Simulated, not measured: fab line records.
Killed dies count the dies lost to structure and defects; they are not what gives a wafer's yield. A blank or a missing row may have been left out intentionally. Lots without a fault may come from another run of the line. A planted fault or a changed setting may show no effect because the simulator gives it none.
Lot-split experiment :: flow n5 finfet :: on a route of 1938 steps: 7 lots, 21 wafers read

== THE SPLIT ITSELF ==
At N5_BEOL_M11_TRENCH_ETCH_37 (etches SiCOH lowk in C4F6/O2, target depth 148.83 nm, time 48 s), the setting time s was moved away from the recipe's 48 s on 6 of the 21 wafers read, by -22.2% to +22.1%. All remaining wafers had this setting at the recipe value.

== FROM THE SPLIT TO THE READING: what the file shows between them, 9 steps ==
- N5_BEOL_M11_ETCH_41: etches SiCN in CH3F/O2, target depth 42.6 nm, time 86 s
- N5_BEOL_M11_STRIP_77: strips in N2/H2, time 10 s
- N5_BEOL_M11_OCD_MEAS_38
- N5_BEOL_M11_CURE_72: cures SiCOH lowk, time 120 s (also split here: time s)
- N5_BEOL_M11_DEGAS_44: time 60 s
- N5_BEOL_M11_PRE_CLEAN_45: time 30 s
- N5_BEOL_M11_ECD_50: material Cu, target thk 318 nm
- N5_BEOL_M11_ANNEAL_51: time 90 s
- N5_BEOL_M11_CMP_52: polishes, stops on SiCOH lowk, t overpolish 7 s, target thk 140 nm

== THE READING ==
M11_THK, in nm, at N5_BEOL_M11_THK_MEAS_53 (measures by xrf). Typical for fault-free wafers on this fab line: 141 nm, with standard deviation 4 nm.

wafer: L074.4
tool, chamber at the split: rie diel-03, 0
time s as run, s: 48
against the recipe: recipe
M11_THK, nm: 147
against lot-mates on the recipe: -

wafer: L074.5
tool, chamber at the split: rie diel-03, 3
time s as run, s: 48
against the recipe: recipe
M11_THK, nm: 139
against lot-mates on the recipe: -

wafer: L074.6
tool, chamber at the split: rie diel-03, 2
time s as run, s: 48
against the recipe: recipe
M11_THK, nm: 135
against lot-mates on the recipe: -

wafer: L075.2
tool, chamber at the split: rie diel-01, 0
time s as run, s: 48
against the recipe: recipe
M11_THK, nm: 146
against lot-mates on the recipe: -

wafer: L075.4
tool, chamber at the split: rie diel-01, 1
time s as run, s: 58.24
against the recipe: +21.3%
M11_THK, nm: 164
against lot-mates on the recipe: +18

wafer: L075.6
tool, chamber at the split: rie diel-01, 0
time s as run, s: 58.24
against the recipe: +21.3%
M11_THK, nm: 183
against lot-mates on the recipe: +37

wafer: L078.2
tool, chamber at the split: rie diel-03, 3
time s as run, s: 48
against the recipe: recipe
M11_THK, nm: 138
against lot-mates on the recipe: -

wafer: L078.3
tool, chamber at the split: rie diel-03, 2
time s as run, s: 48
against the recipe: recipe
M11_THK, nm: 140
against lot-mates on the recipe: -

wafer: L078.5
tool, chamber at the split: rie diel-03, 3
time s as run, s: 48
against the recipe: recipe
M11_THK, nm: 143
against lot-mates on the recipe: -

wafer: L080.4
tool, chamber at the split: rie diel-03, 3
time s as run, s: 48
against the recipe: recipe
M11_THK, nm: 139
against lot-mates on the recipe: -

wafer: L080.5
tool, chamber at the split: rie diel-03, 3
time s as run, s: 48
against the recipe: recipe
M11_THK, nm: 139
against lot-mates on the recipe: -

wafer: L080.6
tool, chamber at the split: rie diel-03, 2
time s as run, s: 37.34
against the recipe: -22.2%
M11_THK, nm: 103
against lot-mates on the recipe: -36

wafer: L083.2
tool, chamber at the split: rie diel-05, 2
time s as run, s: 58.62
against the recipe: +22.1%
M11_THK, nm: 174
against lot-mates on the recipe: +38

wafer: L083.3
tool, chamber at the split: rie diel-05, 1
time s as run, s: 58.62
against the recipe: +22.1%
M11_THK, nm: 173
against lot-mates on the recipe: +37

wafer: L083.4
tool, chamber at the split: rie diel-05, 0
time s as run, s: 48
against the recipe: recipe
M11_THK, nm: 136
against lot-mates on the recipe: -

wafer: L085.2
tool, chamber at the split: rie diel-01, 2
time s as run, s: 48
against the recipe: recipe
M11_THK, nm: 143
against lot-mates on the recipe: -

wafer: L085.3
tool, chamber at the split: rie diel-01, 0
time s as run, s: 48
against the recipe: recipe
M11_THK, nm: 148
against lot-mates on the recipe: -

wafer: L085.4
tool, chamber at the split: rie diel-01, 3
time s as run, s: 48
against the recipe: recipe
M11_THK, nm: 140
against lot-mates on the recipe: -

wafer: L086.3
tool, chamber at the split: rie diel-05, 1
time s as run, s: 48
against the recipe: recipe
M11_THK, nm: 141
against lot-mates on the recipe: -

wafer: L086.5
tool, chamber at the split: rie diel-05, 1
time s as run, s: 52.85
against the recipe: +10.1%
M11_THK, nm: 158
against lot-mates on the recipe: +16

wafer: L086.6
tool, chamber at the split: rie diel-05, 2
time s as run, s: 48
against the recipe: recipe
M11_THK, nm: 142
against lot-mates on the recipe: -

THE FIT
A straight line over all 21 wafers: M11_THK changes by +1.55 nm for each +1% of time s; r = +0.96; the points scatter about the line by 4.6 nm.
The same after taking each lot's own level away (the mean of its wafers on the recipe; 21 wafers): +1.54 nm for each +1%; r = +0.97; scatter 4.5 nm.
According to that fit, moving time s by its largest amount changes the reading by 34 nm.
The span of the lots' own levels, 136.0 to 146.0 nm, comes to 2.5 times the standard deviation stated above.
Consequently the slope shifts little with the lot-to-lot level, the two slopes agreeing.
Check: for one of the wafers moved furthest among these (-22.2%), held out of the fit, the line's prediction against its lot-mates is -33.4 nm. Against them it came out at -36 nm.

== FURTHER SPLITS ON THESE WAFERS ==
Note: prior to the reading, these wafers also went through further splits. Each is held against what the fit with the lots' levels taken away leaves over:
other split on the same wafers: N5_BEOL_M11_COAT_22 spin rpm
wafers away from the commonest value: 4
r with M11_THK (lot level and that fit taken away): +0.14

other split on the same wafers: N5_BEOL_M11_CURE_72 time s
wafers away from the commonest value: 12
r with M11_THK (lot level and that fit taken away): +0.18

== THE WHOLE CHAIN: every reading that the file lists as answering this split, in the file's order ==
step: N5_BEOL_M11_TRENCH_ETCH_37
what it does: etches SiCOH lowk in C4F6/O2, target depth 148.83 nm, time 48 s
reading: BEOL_M11.feature depth nm (the simulator's own value, which no gauge read)
change (the file's fit): +1.53 nm for each +1% of the setting
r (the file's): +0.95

step: N5_BEOL_M11_TRENCH_ETCH_37
what it does: etches SiCOH lowk in C4F6/O2, target depth 148.83 nm, time 48 s
reading: etch.depth nm (the simulator's own value, which no gauge read)
change (the file's fit): +1.53 nm for each +1% of the setting
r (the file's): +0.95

step: N5_BEOL_M11_TRENCH_ETCH_37
what it does: etches SiCOH lowk in C4F6/O2, target depth 148.83 nm, time 48 s
reading: TiN_of_BEOL_M11_HM_DEP_02.thk nm (the simulator's own value, which no gauge read)
change (the file's fit): -0.0506 nm for each +1% of the setting
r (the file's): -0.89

step: N5_BEOL_M11_OCD_MEAS_38
what it does: 
reading: trench depth nm
change (the file's fit): +1.54 nm for each +1% of the setting
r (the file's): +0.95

step: N5_BEOL_M11_CMP_52
what it does: polishes, stops on SiCOH lowk, t overpolish 7 s, target thk 140 nm
reading: Cu_of_BEOL_M11_ECD_50.thk nm (the simulator's own value, which no gauge read)
change (the file's fit): +1.53 nm for each +1% of the setting
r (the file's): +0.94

step: N5_BEOL_M11_THK_MEAS_53
what it does: measures by xrf
reading: M11_THK
change (the file's fit): +1.54 for each +1% of the setting
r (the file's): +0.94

== FILE'S OWN FIT ==
M11_THK changes by +1.54 nm for each +1% of time s, r = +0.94.
